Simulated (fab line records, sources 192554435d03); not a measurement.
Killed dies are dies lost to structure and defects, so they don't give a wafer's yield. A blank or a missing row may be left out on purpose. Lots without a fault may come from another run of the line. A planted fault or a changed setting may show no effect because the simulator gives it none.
Split-lot experiment | flow n5_finfet | 7 lots, 21 wafers read, on a route of 1938 steps

THE SPLIT
At N5_BEOL_M1_TRENCH_ETCH_37 (etches SiOC in C4F6/O2, target depth 55.207 nm, time 29 s), the setting time_s was moved away from the recipe's 29 s on 9 of the 21 wafers read, by -19.9% to +20.7%. The other wafers ran this setting at the recipe's value.

FROM THE SPLIT TO THE READING: what the file shows between them, 2 steps
- N5_BEOL_M1_ETCH_41: etches SiCN in CH3F/O2, target depth 31.9 nm, time 57.8 s
- N5_BEOL_M1_STRIP_97: strips in N2/H2, time 10 s

THE READING
trench_depth_nm, in nm, at N5_BEOL_M1_OCD_MEAS_38. Fault-free wafers of this fab line usually give 55.4 nm, standard deviation 0.77 nm.

wafer  | tool, chamber at the split | time_s as run, s | against the recipe | trench_depth_nm, nm | against lot-mates on the recipe
L076.3 | rie_diel-06, 1             | 29               | recipe             | 56.0                | -
L076.4 | rie_diel-06, 0             | 29               | recipe             | 55.1                | -
L076.6 | rie_diel-06, 1             | 29               | recipe             | 55.7                | -
L077.3 | rie_diel-06, 2             | 23.23            | -19.9%             | 44.6                | -10.7
L077.5 | rie_diel-06, 1             | 29               | recipe             | 55.3                | -
L077.6 | rie_diel-06, 2             | 23.23            | -19.9%             | 44.3                | -11.0
L078.4 | rie_diel-01, 1             | 35               | +20.7%             | 66.2                | +9.9
L078.5 | rie_diel-01, 0             | 29               | recipe             | 56.3                | -
L078.6 | rie_diel-01, 3             | 35               | +20.7%             | 69.4                | +13.1
L082.2 | rie_diel-03, 1             | 31.77            | +9.6%              | 59.9                | +4.5
L082.4 | rie_diel-03, 2             | 29               | recipe             | 55.4                | -
L082.6 | rie_diel-03, 0             | 31.77            | +9.6%              | 61.0                | +5.6
L083.3 | rie_diel-01, 3             | 29               | recipe             | 55.9                | -
L083.5 | rie_diel-01, 2             | 29               | recipe             | 54.9                | -
L083.6 | rie_diel-01, 1             | 27.21            | -6.2%              | 50.3                | -5.1
L090.3 | rie_diel-01, 3             | 29               | recipe             | 56.4                | -
L090.4 | rie_diel-01, 1             | 33.64            | +16.0%             | 63.7                | +7.4
L090.6 | rie_diel-01, 0             | 29               | recipe             | 56.3                | -
L094.2 | rie_diel-03, 1             | 29               | recipe             | 54.7                | -
L094.3 | rie_diel-03, 3             | 32.78            | +13.0%             | 61.6                | +6.4
L094.4 | rie_diel-03, 0             | 29               | recipe             | 55.6                | -

THE FIT
A straight line over all 21 wafers: trench_depth_nm changes by +0.562 nm for each +1% of time_s; r = +0.99; the points scatter about the line by 0.91 nm.
The same after taking each lot's own level away (the mean of its wafers on the recipe; 21 wafers): +0.542 nm for each +1%; r = +0.99; scatter 0.79 nm.
On that fit, the largest move of time_s shifts the reading by 11 nm.
The lots' own levels span 55.15 to 56.35 nm, that is 1.6 times the standard deviation above.
So the lot-to-lot level changes the slope little: the two slopes agree.
Check: with one of the wafers moved furthest among these (+20.7%) left out of the fit, the line predicts +11.4 nm for it against its lot-mates. It came out at +9.9 nm against them.

OTHER SPLITS ON THESE WAFERS
These wafers also went through other splits before the reading. Each is held against what the fit with the lots' levels taken away leaves over:
other split on the same wafers              | wafers away from the commonest value | r with trench_depth_nm (lot level and that fit taken away)
N5_BEOL_M0_SAQP_EXPOSE_11 dose_mj           | 9                                    | -0.11
N5_BEOL_M0_SAQP_ETCH_106 target_depth_a     | 7                                    | -0.09
N5_BEOL_M0_SAQP_SPACER2_ALD_26 target_thk_a | 7                                    | -0.15
N5_BEOL_M0_ETCH_109 bias_w                  | 6                                    | +0.16

THE WHOLE CHAIN: every reading that the file lists as answering this split, in the file's order
step                      | what it does                                              | reading                                                                   | change (the file's fit)               | r (the file's)
N5_BEOL_M1_TRENCH_ETCH_37 | etches SiOC in C4F6/O2, target depth 55.207 nm, time 29 s | etch.depth_nm (the simulator's own value, which no gauge read)            | +0.53 nm for each +1% of the setting  | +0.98
N5_BEOL_M1_TRENCH_ETCH_37 | etches SiOC in C4F6/O2, target depth 55.207 nm, time 29 s | BEOL_M1.feature_depth_nm (the simulator's own value, which no gauge read) | +0.528 nm for each +1% of the setting | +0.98
N5_BEOL_M1_OCD_MEAS_38    |                                                           | trench_depth_nm                                                           | +0.533 nm for each +1% of the setting | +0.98

THE FILE'S OWN FIT
trench_depth_nm changes by +0.533 nm for each +1% of time_s, r = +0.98.
